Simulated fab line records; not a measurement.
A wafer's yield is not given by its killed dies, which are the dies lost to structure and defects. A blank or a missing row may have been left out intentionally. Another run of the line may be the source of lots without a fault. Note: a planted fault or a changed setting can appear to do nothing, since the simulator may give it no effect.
fab line records :: flow n5-finfet :: part 2 of 2: steps 27 to 32 of 32
record
  lots=5
  wafers=15
  last-day=16
route steps=1938 shown BEOL_M2@921 BEOL_M3@931
lots untouched by any fault: they come from a run of this same line in which no faults occurred
start-h: hours from the record's opening day to when the first of the lot's shown wafers began :: wait-h: hours since the lot's step before :: " unchanged from the row above :: L1.1+2: one row covering several wafers at once :: - no value, or no start was given :: * or withheld: withheld :: < > ~ a bound
route shown NAME@n: a module of which the file shows steps, and the number in the route of the first :: usual: average and standard deviation across the fault-free wafers :: same: alike in all rows :: chamber/n: place in a boat :: sites: each site's reading :: _std_site: the standard deviation of these :: _edge_site: outer sites' mean less inner sites' :: radius-mm: how far each site lies from the wafer's centre :: mask NAME#n: copy n :: behind: the last tool/chamber to shape the wafer :: hold: cause of the lot's hold/its duration in hours/its outcome :: device: the n, p or np transistor that did not switch :: end of line: tests of these same wafers at the route's end :: a step given without rows: its recipe and nothing more :: killed: count of dies lost to structure and defects at first sort (not the wafer's yield) :: map: per-die view of a wafer (x killed, . not killed, _ where there is no die)
set.NAME: setting as actually run; set.NAME@STEP: the setting as run at that earlier step :: model.NAME: the simulator's own value behind a step, which no gauge read
lots at some steps of the route; a table a step, a row a wafer
services: the hour from which a tool's chamber was out of use, counted from the record's first day as start-h (under 0 if before that day), plus the number of hours and why
## steps
# step N5_BEOL_M3_DESCUM_16
# recipe
  chemistry=O2
  time-s=7
  source-power-w=50
  bias-power-w=20
  pressure-mtorr=20
  rf-frequency-hz=2.712e+07
  temp-c=40
  resist=CAR-EUV
  o2-flow-sccm=225
# usual
  drypump-motor-current-A=5.8/0.48
  oes-product-au=0.80/0.086
  rf-fwd-power-W=49.34/0.27
  rf-vpp-V=242.4/1
  showerhead-plenum-p-Torr=2.05/0.053
  throttle-valve-pct=20.45/0.26
lot.wafer: L076.3
tool: rie-diel-06
chamber: 2
start-h: 149.66
wait-h: 0.1
drypump-motor-current-A: 5.8
oes-product-au: 0.75
rf-fwd-power-W: 49.13
rf-hours-counter-h: 171
rf-vpp-V: 241.7
showerhead-plenum-p-Torr: 2.10
throttle-valve-pct: 20.80

lot.wafer: L076.5
tool: rie-diel-06
chamber: 2
start-h: 149.66
wait-h: 0.1
drypump-motor-current-A: 5.8
oes-product-au: 0.75
rf-fwd-power-W: 48.87
rf-hours-counter-h: -
rf-vpp-V: 243.4
showerhead-plenum-p-Torr: 2.10
throttle-valve-pct: 20.80

lot.wafer: L076.6
tool: rie-diel-06
chamber: 1
start-h: 149.66
wait-h: 0.1
drypump-motor-current-A: 5.3
oes-product-au: 0.73
rf-fwd-power-W: 48.93
rf-hours-counter-h: -
rf-vpp-V: 242.7
showerhead-plenum-p-Torr: 1.97
throttle-valve-pct: 20.13

lot.wafer: L078.1
tool: rie-diel-06
chamber: 2
start-h: 163.77
wait-h: 0.0
drypump-motor-current-A: 5.8
oes-product-au: 0.74
rf-fwd-power-W: 49.10
rf-hours-counter-h: 176
rf-vpp-V: 242.7
showerhead-plenum-p-Torr: 2.10
throttle-valve-pct: 20.83

lot.wafer: L078.2
tool: rie-diel-06
chamber: 1
start-h: 163.77
wait-h: 0.0
drypump-motor-current-A: 5.3
oes-product-au: 0.72
rf-fwd-power-W: 49.15
rf-hours-counter-h: 203
rf-vpp-V: 242.2
showerhead-plenum-p-Torr: 1.97
throttle-valve-pct: 20.14

lot.wafer: L078.4
tool: rie-diel-06
chamber: 3
start-h: 163.77
wait-h: 0.0
drypump-motor-current-A: 5.0
oes-product-au: 0.75
rf-fwd-power-W: 49.52
rf-hours-counter-h: 167
rf-vpp-V: 241.8
showerhead-plenum-p-Torr: 1.99
throttle-valve-pct: 20.41

lot.wafer: L079.3
tool: rie-diel-03
chamber: 1
start-h: 181.49
wait-h: 0.2
drypump-motor-current-A: 5.7
oes-product-au: 0.68
rf-fwd-power-W: 49.78
rf-hours-counter-h: 232
rf-vpp-V: 242.5
showerhead-plenum-p-Torr: 2.05
throttle-valve-pct: 20.85

lot.wafer: L079.4
tool: rie-diel-03
chamber: 2
start-h: 181.49
wait-h: 0.2
drypump-motor-current-A: 5.6
oes-product-au: 0.71
rf-fwd-power-W: 49.67
rf-hours-counter-h: 190
rf-vpp-V: 243.7
showerhead-plenum-p-Torr: 2.08
throttle-valve-pct: 20.84

lot.wafer: L079.5
tool: rie-diel-03
chamber: 0
start-h: 181.49
wait-h: 0.2
drypump-motor-current-A: 6.0
oes-product-au: 0.91
rf-fwd-power-W: 49.14
rf-hours-counter-h: -
rf-vpp-V: 244.5
showerhead-plenum-p-Torr: 2.16
throttle-valve-pct: 20.63

lot.wafer: L085.2
tool: rie-diel-03
chamber: 2
start-h: 218.71
wait-h: 0.1
drypump-motor-current-A: 5.6
oes-product-au: 0.71
rf-fwd-power-W: 49.77
rf-hours-counter-h: 202
rf-vpp-V: 242.3
showerhead-plenum-p-Torr: 2.08
throttle-valve-pct: 20.89

lot.wafer: L085.4
tool: rie-diel-03
chamber: 1
start-h: 218.71
wait-h: 0.1
drypump-motor-current-A: 5.7
oes-product-au: 0.68
rf-fwd-power-W: 49.67
rf-hours-counter-h: 244
rf-vpp-V: 243.6
showerhead-plenum-p-Torr: 2.04
throttle-valve-pct: 20.85

lot.wafer: L085.6
tool: rie-diel-03
chamber: 2
start-h: 218.71
wait-h: 0.1
drypump-motor-current-A: 5.6
oes-product-au: 0.71
rf-fwd-power-W: 49.48
rf-hours-counter-h: -
rf-vpp-V: 242.6
showerhead-plenum-p-Torr: 2.08
throttle-valve-pct: 20.88

lot.wafer: L094.3
tool: rie-diel-06
chamber: 1
start-h: 263.02
wait-h: 0.0
drypump-motor-current-A: 5.3
oes-product-au: 0.71
rf-fwd-power-W: 49.11
rf-hours-counter-h: 232
rf-vpp-V: 241.7
showerhead-plenum-p-Torr: 1.96
throttle-valve-pct: 20.18

lot.wafer: L094.5
tool: rie-diel-06
chamber: 3
start-h: 263.02
wait-h: 0.0
drypump-motor-current-A: 5.0
oes-product-au: 0.74
rf-fwd-power-W: 49.61
rf-hours-counter-h: -
rf-vpp-V: 242.0
showerhead-plenum-p-Torr: 1.98
throttle-valve-pct: 20.48

lot.wafer: L094.6
tool: rie-diel-06
chamber: 2
start-h: 263.02
wait-h: 0.0
drypump-motor-current-A: 5.8
oes-product-au: 0.73
rf-fwd-power-W: 48.84
rf-hours-counter-h: -
rf-vpp-V: 241.9
showerhead-plenum-p-Torr: 2.09
throttle-valve-pct: 20.85
# step N5_BEOL_M3_ETCH_74
# recipe
  chemistry=N2/H2
  target=underlayer
  target-depth-a=65
  mask-material=CAR-EUV
  time-s=5.2
  ion-energy-ev=200
  pressure-mtorr=30
  source-w=840
  bias-w=150
  n2-flow-sccm=200
  h2-flow-sccm=200
  ends=cleared
# usual
  drypump-motor-current-A=5.8/0.48
  etch-rf-on-time-s=5.16/0.12
  oes-product-au=0.69/0.073
  rf-fwd-power-W=819.2/2.7
  rf-vpp-V=522.4/1.9
  showerhead-plenum-p-Torr=2.48/0.049
  throttle-valve-pct=17.88/0.22
lot.wafer: L076.3
tool: rie-diel-06
chamber: 2
start-h: 149.69
wait-h: 0.0
drypump-motor-current-A: 5.8
etch-rf-on-time-s: 5.01
oes-product-au: 0.63
rf-fwd-power-W: 822.8
rf-hours-counter-h: 171
rf-vpp-V: 522.8
showerhead-plenum-p-Torr: 2.53
throttle-valve-pct: 17.99

lot.wafer: L076.5
tool: rie-diel-06
chamber: 2
start-h: 149.69
wait-h: 0.0
drypump-motor-current-A: 5.8
etch-rf-on-time-s: 5.00
oes-product-au: 0.64
rf-fwd-power-W: 820.4
rf-hours-counter-h: -
rf-vpp-V: 524.0
showerhead-plenum-p-Torr: 2.52
throttle-valve-pct: 17.96

lot.wafer: L076.6
tool: rie-diel-06
chamber: 1
start-h: 149.69
wait-h: 0.0
drypump-motor-current-A: 5.3
etch-rf-on-time-s: 5.26
oes-product-au: 0.62
rf-fwd-power-W: 821.2
rf-hours-counter-h: -
rf-vpp-V: 519.4
showerhead-plenum-p-Torr: 2.43
throttle-valve-pct: 17.92

lot.wafer: L078.1
tool: rie-diel-06
chamber: 2
start-h: 163.80
wait-h: 0.0
drypump-motor-current-A: 5.8
etch-rf-on-time-s: 5.07
oes-product-au: 0.64
rf-fwd-power-W: 817.8
rf-hours-counter-h: 176
rf-vpp-V: 523.9
showerhead-plenum-p-Torr: 2.52
throttle-valve-pct: 18.00

lot.wafer: L078.2
tool: rie-diel-06
chamber: 1
start-h: 163.80
wait-h: 0.0
drypump-motor-current-A: 5.3
etch-rf-on-time-s: 5.38
oes-product-au: 0.60
rf-fwd-power-W: 822.1
rf-hours-counter-h: 203
rf-vpp-V: 520.4
showerhead-plenum-p-Torr: 2.43
throttle-valve-pct: 17.91

lot.wafer: L078.4
tool: rie-diel-06
chamber: 3
start-h: 163.80
wait-h: 0.0
drypump-motor-current-A: 5.0
etch-rf-on-time-s: 5.18
oes-product-au: 0.65
rf-fwd-power-W: 819.4
rf-hours-counter-h: 167
rf-vpp-V: 521.9
showerhead-plenum-p-Torr: 2.43
throttle-valve-pct: 17.96

lot.wafer: L079.3
tool: rie-diel-03
chamber: 1
start-h: 181.52
wait-h: 0.0
drypump-motor-current-A: 5.7
etch-rf-on-time-s: 5.22
oes-product-au: 0.60
rf-fwd-power-W: 823.0
rf-hours-counter-h: 232
rf-vpp-V: 523.3
showerhead-plenum-p-Torr: 2.51
throttle-valve-pct: 18.43

lot.wafer: L079.4
tool: rie-diel-03
chamber: 2
start-h: 181.52
wait-h: 0.0
drypump-motor-current-A: 5.6
etch-rf-on-time-s: 5.31
oes-product-au: 0.62
rf-fwd-power-W: 818.7
rf-hours-counter-h: 190
rf-vpp-V: 523.2
showerhead-plenum-p-Torr: 2.53
throttle-valve-pct: 18.22

lot.wafer: L079.5
tool: rie-diel-03
chamber: 0
start-h: 181.52
wait-h: 0.0
drypump-motor-current-A: 6.0
etch-rf-on-time-s: 5.27
oes-product-au: 0.77
rf-fwd-power-W: 819.9
rf-hours-counter-h: -
rf-vpp-V: 527.3
showerhead-plenum-p-Torr: 2.60
throttle-valve-pct: 17.91

lot.wafer: L085.2
tool: rie-diel-03
chamber: 2
start-h: 218.75
wait-h: 0.0
drypump-motor-current-A: 5.6
etch-rf-on-time-s: 5.37
oes-product-au: 0.60
rf-fwd-power-W: 816.8
rf-hours-counter-h: 202
rf-vpp-V: 524.1
showerhead-plenum-p-Torr: 2.52
throttle-valve-pct: 18.24

lot.wafer: L085.4
tool: rie-diel-03
chamber: 1
start-h: 218.75
wait-h: 0.0
drypump-motor-current-A: 5.7
etch-rf-on-time-s: 5.31
oes-product-au: 0.57
rf-fwd-power-W: 819.7
rf-hours-counter-h: 244
rf-vpp-V: 523.6
showerhead-plenum-p-Torr: 2.51
throttle-valve-pct: 18.47

lot.wafer: L085.6
tool: rie-diel-03
chamber: 2
start-h: 218.75
wait-h: 0.0
drypump-motor-current-A: 5.6
etch-rf-on-time-s: 5.38
oes-product-au: 0.60
rf-fwd-power-W: 813.9
rf-hours-counter-h: -
rf-vpp-V: 525.1
showerhead-plenum-p-Torr: 2.52
throttle-valve-pct: 18.22

lot.wafer: L094.3
tool: rie-diel-06
chamber: 1
start-h: 263.05
wait-h: 0.0
drypump-motor-current-A: 5.3
etch-rf-on-time-s: 5.32
oes-product-au: 0.60
rf-fwd-power-W: 818.7
rf-hours-counter-h: 232
rf-vpp-V: 520.0
showerhead-plenum-p-Torr: 2.42
throttle-valve-pct: 17.96

lot.wafer: L094.5
tool: rie-diel-06
chamber: 3
start-h: 263.05
wait-h: 0.0
drypump-motor-current-A: 5.0
etch-rf-on-time-s: 5.20
oes-product-au: 0.60
rf-fwd-power-W: 818.9
rf-hours-counter-h: -
rf-vpp-V: 517.9
showerhead-plenum-p-Torr: 2.41
throttle-valve-pct: 18.00

lot.wafer: L094.6
tool: rie-diel-06
chamber: 2
start-h: 263.05
wait-h: 0.0
drypump-motor-current-A: 5.8
etch-rf-on-time-s: 5.02
oes-product-au: 0.63
rf-fwd-power-W: 818.5
rf-hours-counter-h: -
rf-vpp-V: 522.3
showerhead-plenum-p-Torr: 2.51
throttle-valve-pct: 18.04
# step N5_BEOL_M3_ETCH_63
# recipe
  chemistry=CF4
  target=SiARC
  target-depth-a=156
  mask-material=CAR-EUV
  time-s=26
  ion-energy-ev=80
  pressure-mtorr=40
  source-w=545
  bias-w=36
  Ar_flow_sccm=100
  cf4-flow-sccm=100
  ends=cleared
# usual
  drypump-motor-current-A=5.8/0.48
  etch-rf-on-time-s=25.8/0.56
  oes-product-au=0.69/0.072
  rf-fwd-power-W=532.3/2.2
  rf-vpp-V=183.4/1
  showerhead-plenum-p-Torr=2.09/0.034
  throttle-valve-pct=15.62/0.23
lot.wafer: L076.3
tool: rie-diel-06
chamber: 2
start-h: 149.71
wait-h: 0.0
drypump-motor-current-A: 5.8
etch-rf-on-time-s: 25.3
oes-product-au: 0.65
rf-fwd-power-W: 530.0
rf-hours-counter-h: 171
rf-vpp-V: 183.6
showerhead-plenum-p-Torr: 2.14
throttle-valve-pct: 15.86

lot.wafer: L076.5
tool: rie-diel-06
chamber: 2
start-h: 149.71
wait-h: 0.0
drypump-motor-current-A: 5.8
etch-rf-on-time-s: 25.2
oes-product-au: 0.64
rf-fwd-power-W: 532.3
rf-hours-counter-h: -
rf-vpp-V: 183.6
showerhead-plenum-p-Torr: 2.14
throttle-valve-pct: 15.87

lot.wafer: L076.6
tool: rie-diel-06
chamber: 1
start-h: 149.71
wait-h: 0.0
drypump-motor-current-A: 5.3
etch-rf-on-time-s: 26.2
oes-product-au: 0.61
rf-fwd-power-W: 534.0
rf-hours-counter-h: -
rf-vpp-V: 183.5
showerhead-plenum-p-Torr: 2.06
throttle-valve-pct: 15.59

lot.wafer: L078.1
tool: rie-diel-06
chamber: 2
start-h: 163.82
wait-h: 0.0
drypump-motor-current-A: 5.8
etch-rf-on-time-s: 25.1
oes-product-au: 0.64
rf-fwd-power-W: 531.6
rf-hours-counter-h: 176
rf-vpp-V: 183.8
showerhead-plenum-p-Torr: 2.14
throttle-valve-pct: 15.90

lot.wafer: L078.2
tool: rie-diel-06
chamber: 1
start-h: 163.82
wait-h: 0.0
drypump-motor-current-A: 5.3
etch-rf-on-time-s: 26.6
oes-product-au: 0.61
rf-fwd-power-W: 532.1
rf-hours-counter-h: 203
rf-vpp-V: 180.8
showerhead-plenum-p-Torr: 2.06
throttle-valve-pct: 15.60

lot.wafer: L078.4
tool: rie-diel-06
chamber: 3
start-h: 163.82
wait-h: 0.0
drypump-motor-current-A: 5.0
etch-rf-on-time-s: 26.0
oes-product-au: 0.64
rf-fwd-power-W: 530.1
rf-hours-counter-h: 167
rf-vpp-V: 181.1
showerhead-plenum-p-Torr: 2.05
throttle-valve-pct: 15.73

lot.wafer: L079.3
tool: rie-diel-03
chamber: 1
start-h: 181.54
wait-h: 0.0
drypump-motor-current-A: 5.7
etch-rf-on-time-s: 26.6
oes-product-au: 0.59
rf-fwd-power-W: 534.8
rf-hours-counter-h: 232
rf-vpp-V: 182.6
showerhead-plenum-p-Torr: 2.10
throttle-valve-pct: 16.13

lot.wafer: L079.4
tool: rie-diel-03
chamber: 2
start-h: 181.54
wait-h: 0.0
drypump-motor-current-A: 5.6
etch-rf-on-time-s: 27.1
oes-product-au: 0.61
rf-fwd-power-W: 538.9
rf-hours-counter-h: 190
rf-vpp-V: 184.5
showerhead-plenum-p-Torr: 2.14
throttle-valve-pct: 16.07

lot.wafer: L079.5
tool: rie-diel-03
chamber: 0
start-h: 181.54
wait-h: 0.0
drypump-motor-current-A: 6.0
etch-rf-on-time-s: 26.5
oes-product-au: 0.76
rf-fwd-power-W: 532.8
rf-hours-counter-h: -
rf-vpp-V: 184.3
showerhead-plenum-p-Torr: 2.16
throttle-valve-pct: 15.47

lot.wafer: L085.2
tool: rie-diel-03
chamber: 2
start-h: 218.76
wait-h: 0.0
drypump-motor-current-A: 5.6
etch-rf-on-time-s: 26.6
oes-product-au: 0.61
rf-fwd-power-W: 535.5
rf-hours-counter-h: 202
rf-vpp-V: 181.3
showerhead-plenum-p-Torr: 2.13
throttle-valve-pct: 16.10

lot.wafer: L085.4
tool: rie-diel-03
chamber: 1
start-h: 218.76
wait-h: 0.0
drypump-motor-current-A: 5.7
etch-rf-on-time-s: 26.0
oes-product-au: 0.58
rf-fwd-power-W: 536.9
rf-hours-counter-h: 244
rf-vpp-V: 183.5
showerhead-plenum-p-Torr: 2.10
throttle-valve-pct: 16.17

lot.wafer: L085.6
tool: rie-diel-03
chamber: 2
start-h: 218.76
wait-h: 0.0
drypump-motor-current-A: 5.6
etch-rf-on-time-s: 26.4
oes-product-au: 0.62
rf-fwd-power-W: 534.6
rf-hours-counter-h: -
rf-vpp-V: 184.1
showerhead-plenum-p-Torr: 2.13
throttle-valve-pct: 16.09

lot.wafer: L094.3
tool: rie-diel-06
chamber: 1
start-h: 263.07
wait-h: 0.0
drypump-motor-current-A: 5.3
etch-rf-on-time-s: 26.5
oes-product-au: 0.60
rf-fwd-power-W: 529.6
rf-hours-counter-h: 232
rf-vpp-V: 183.2
showerhead-plenum-p-Torr: 2.05
throttle-valve-pct: 15.65

lot.wafer: L094.5
tool: rie-diel-06
chamber: 3
start-h: 263.07
wait-h: 0.0
drypump-motor-current-A: 5.0
etch-rf-on-time-s: 25.8
oes-product-au: 0.62
rf-fwd-power-W: 531.4
rf-hours-counter-h: -
rf-vpp-V: 182.1
showerhead-plenum-p-Torr: 2.04
throttle-valve-pct: 15.79

lot.wafer: L094.6
tool: rie-diel-06
chamber: 2
start-h: 263.07
wait-h: 0.0
drypump-motor-current-A: 5.8
etch-rf-on-time-s: 25.0
oes-product-au: 0.62
rf-fwd-power-W: 531.1
rf-hours-counter-h: -
rf-vpp-V: 182.9
showerhead-plenum-p-Torr: 2.13
throttle-valve-pct: 15.91
# step N5_BEOL_M3_ETCH_64
# recipe
  chemistry=N2/H2
  target=SOC
  target-depth-a=750
  overetch-a=150
  mask-material=SiARC
  temp-c=40
  time-s=112.5
  ion-energy-ev=200
  pressure-mtorr=30
  source-w=840
  bias-w=150
  n2-flow-sccm=200
  h2-flow-sccm=200
# usual
  drypump-motor-current-A=5.8/0.48
  oes-product-au=0.63/0.065
  rf-fwd-power-W=836.4/2.5
  rf-vpp-V=522.3/1.6
  showerhead-plenum-p-Torr=2.48/0.049
  throttle-valve-pct=17.83/0.22
lot.wafer: L076.3
tool: rie-diel-06
chamber: 2
start-h: 149.74
wait-h: 0.0
drypump-motor-current-A: 5.8
oes-product-au: 0.58
rf-fwd-power-W: 838.9
rf-hours-counter-h: 171
rf-vpp-V: 524.1
showerhead-plenum-p-Torr: 2.53
throttle-valve-pct: 17.94

lot.wafer: L076.5
tool: rie-diel-06
chamber: 2
start-h: 149.74
wait-h: 0.0
drypump-motor-current-A: 5.8
oes-product-au: 0.59
rf-fwd-power-W: 838.7
rf-hours-counter-h: -
rf-vpp-V: 524.7
showerhead-plenum-p-Torr: 2.52
throttle-valve-pct: 17.93

lot.wafer: L076.6
tool: rie-diel-06
chamber: 1
start-h: 149.74
wait-h: 0.0
drypump-motor-current-A: 5.3
oes-product-au: 0.57
rf-fwd-power-W: 836.9
rf-hours-counter-h: -
rf-vpp-V: 521.0
showerhead-plenum-p-Torr: 2.43
throttle-valve-pct: 17.87

lot.wafer: L078.1
tool: rie-diel-06
chamber: 2
start-h: 163.85
wait-h: 0.0
drypump-motor-current-A: 5.8
oes-product-au: 0.58
rf-fwd-power-W: 835.5
rf-hours-counter-h: 176
rf-vpp-V: 525.3
showerhead-plenum-p-Torr: 2.52
throttle-valve-pct: 17.94

lot.wafer: L078.2
tool: rie-diel-06
chamber: 1
start-h: 163.85
wait-h: 0.0
drypump-motor-current-A: 5.3
oes-product-au: 0.57
rf-fwd-power-W: 833.6
rf-hours-counter-h: 203
rf-vpp-V: 520.6
showerhead-plenum-p-Torr: 2.43
throttle-valve-pct: 17.89

lot.wafer: L078.4
tool: rie-diel-06
chamber: 3
start-h: 163.85
wait-h: 0.0
drypump-motor-current-A: 5.0
oes-product-au: 0.59
rf-fwd-power-W: 839.1
rf-hours-counter-h: 167
rf-vpp-V: 520.5
showerhead-plenum-p-Torr: 2.43
throttle-valve-pct: 17.91

lot.wafer: L079.3
tool: rie-diel-03
chamber: 1
start-h: 181.57
wait-h: 0.0
drypump-motor-current-A: 5.7
oes-product-au: 0.55
rf-fwd-power-W: 836.0
rf-hours-counter-h: 232
rf-vpp-V: 524.4
showerhead-plenum-p-Torr: 2.51
throttle-valve-pct: 18.40

lot.wafer: L079.4
tool: rie-diel-03
chamber: 2
start-h: 181.57
wait-h: 0.0
drypump-motor-current-A: 5.6
oes-product-au: 0.58
rf-fwd-power-W: 837.2
rf-hours-counter-h: 190
rf-vpp-V: 523.7
showerhead-plenum-p-Torr: 2.53
throttle-valve-pct: 18.19

lot.wafer: L079.5
tool: rie-diel-03
chamber: 0
start-h: 181.57
wait-h: 0.0
drypump-motor-current-A: 6.0
oes-product-au: 0.72
rf-fwd-power-W: 838.7
rf-hours-counter-h: -
rf-vpp-V: 525.9
showerhead-plenum-p-Torr: 2.60
throttle-valve-pct: 17.90

lot.wafer: L085.2
tool: rie-diel-03
chamber: 2
start-h: 218.79
wait-h: 0.0
drypump-motor-current-A: 5.6
oes-product-au: 0.57
rf-fwd-power-W: 836.8
rf-hours-counter-h: 202
rf-vpp-V: 523.7
showerhead-plenum-p-Torr: 2.52
throttle-valve-pct: 18.21

lot.wafer: L085.4
tool: rie-diel-03
chamber: 1
start-h: 218.79
wait-h: 0.0
drypump-motor-current-A: 5.6
oes-product-au: 0.54
rf-fwd-power-W: 839.1
rf-hours-counter-h: 244
rf-vpp-V: 522.8
showerhead-plenum-p-Torr: 2.51
throttle-valve-pct: 18.43

lot.wafer: L085.6
tool: rie-diel-03
chamber: 2
start-h: 218.79
wait-h: 0.0
drypump-motor-current-A: 5.6
oes-product-au: 0.57
rf-fwd-power-W: 835.7
rf-hours-counter-h: -
rf-vpp-V: 522.5
showerhead-plenum-p-Torr: 2.52
throttle-valve-pct: 18.21

lot.wafer: L094.3
tool: rie-diel-06
chamber: 1
start-h: 263.10
wait-h: 0.0
drypump-motor-current-A: 5.3
oes-product-au: 0.56
rf-fwd-power-W: 837.5
rf-hours-counter-h: 232
rf-vpp-V: 521.0
showerhead-plenum-p-Torr: 2.41
throttle-valve-pct: 17.94

lot.wafer: L094.5
tool: rie-diel-06
chamber: 3
start-h: 263.10
wait-h: 0.0
drypump-motor-current-A: 5.0
oes-product-au: 0.58
rf-fwd-power-W: 837.8
rf-hours-counter-h: -
rf-vpp-V: 521.2
showerhead-plenum-p-Torr: 2.41
throttle-valve-pct: 17.97

lot.wafer: L094.6
tool: rie-diel-06
chamber: 2
start-h: 263.10
wait-h: 0.0
drypump-motor-current-A: 5.8
oes-product-au: 0.57
rf-fwd-power-W: 830.3
rf-hours-counter-h: -
rf-vpp-V: 522.0
showerhead-plenum-p-Torr: 2.51
throttle-valve-pct: 17.97
# step N5_BEOL_M3_STRIP_65
# recipe
  chemistry=N2/H2
  temp-c=40
  n2-flow-sccm=200
  h2-flow-sccm=200
  rf-frequency-hz=6e+07
lot.wafer: L076.3+5+6
tool: rie-diel-06
chamber: 2,2,1
start-h: 149.84
wait-h: 0.1

lot.wafer: L078.1+2+4
tool: rie-diel-06
chamber: 2,1,3
start-h: 163.95
wait-h: 0.1

lot.wafer: L079.3+4+5
tool: rie-diel-03
chamber: 1,2,0
start-h: 181.68
wait-h: 0.1

lot.wafer: L085.2+4+6
tool: rie-diel-03
chamber: 2,1,2
start-h: 218.90
wait-h: 0.1

lot.wafer: L094.3+5+6
tool: rie-diel-06
chamber: 1,3,2
start-h: 263.21
wait-h: 0.1
# step N5_BEOL_M3_STRIP_75
# recipe
  chemistry=N2/H2
  temp-c=40
  n2-flow-sccm=200
  h2-flow-sccm=200
  rf-frequency-hz=6e+07
lot.wafer: L076.3+5+6
tool: rie-diel-06
chamber: 2,2,1
start-h: 149.85
wait-h: 0.0

lot.wafer: L078.1+2+4
tool: rie-diel-06
chamber: 2,1,3
start-h: 163.96
wait-h: 0.0

lot.wafer: L079.3+4+5
tool: rie-diel-03
chamber: 1,2,0
start-h: 181.69
wait-h: 0.0

lot.wafer: L085.2+4+6
tool: rie-diel-03
chamber: 2,1,2
start-h: 218.91
wait-h: 0.0

lot.wafer: L094.3+5+6
tool: rie-diel-06
chamber: 1,3,2
start-h: 263.22
wait-h: 0.0
## services
tool: pecvd-04
chamber: 0
start-h: 138.59
hours: 10.1
kind: repair

tool: euv-scanner-02
chamber: -
start-h: 146.02
hours: 4.6
kind: pm

tool: ecd-cu-02
chamber: -
start-h: 150.90
hours: 1.6
kind: repair

tool: euv-scanner-02
chamber: -
start-h: 153.21
hours: 0.3
kind: repair

tool: euv-scanner-01
chamber: -
start-h: 158.23
hours: 1.0
kind: pm

tool: euv-scanner-01
chamber: -
start-h: 159.24
hours: 4.6
kind: pm

tool: rtp-anneal-01
chamber: -
start-h: 165.19
hours: 53.8
kind: pm

tool: rie-diel-03
chamber: 3
start-h: 167.69
hours: 6.6
kind: repair

tool: pecvd-02
chamber: -
start-h: 172.67
hours: 1.9
kind: repair

tool: cmp-01
chamber: -
start-h: 173.70
hours: 4.0
kind: pm

tool: euv-scanner-02
chamber: -
start-h: 177.53
hours: 1.0
kind: pm

tool: cmp-02
chamber: -
start-h: 185.54
hours: 19.4
kind: pm

tool: cmp-01
chamber: -
start-h: 190.44
hours: 1.3
kind: repair

tool: rie-diel-06
chamber: -
start-h: 193.26
hours: 2.8
kind: pm

tool: euv-scanner-01
chamber: -
start-h: 214.38
hours: 1.0
kind: pm

tool: cvd-co-01
chamber: -
start-h: 215.00
hours: 1.1
kind: repair

tool: pecvd-02
chamber: -
start-h: 217.46
hours: 14.6
kind: pm

tool: rie-diel-06
chamber: 1
start-h: 217.57
hours: 10.0
kind: repair

tool: rie-diel-03
chamber: 3
start-h: 222.21
hours: 10.9
kind: repair

tool: euv-scanner-02
chamber: -
start-h: 233.68
hours: 1.0
kind: pm

tool: cmp-02
chamber: -
start-h: 235.24
hours: 0.5
kind: repair

tool: rie-diel-03
chamber: -
start-h: 252.59
hours: 14.6
kind: pm

tool: cmp-01
chamber: -
start-h: 255.04
hours: 5.6
kind: pm

tool: pecvd-03
chamber: -
start-h: 261.81
hours: 1.5
kind: repair
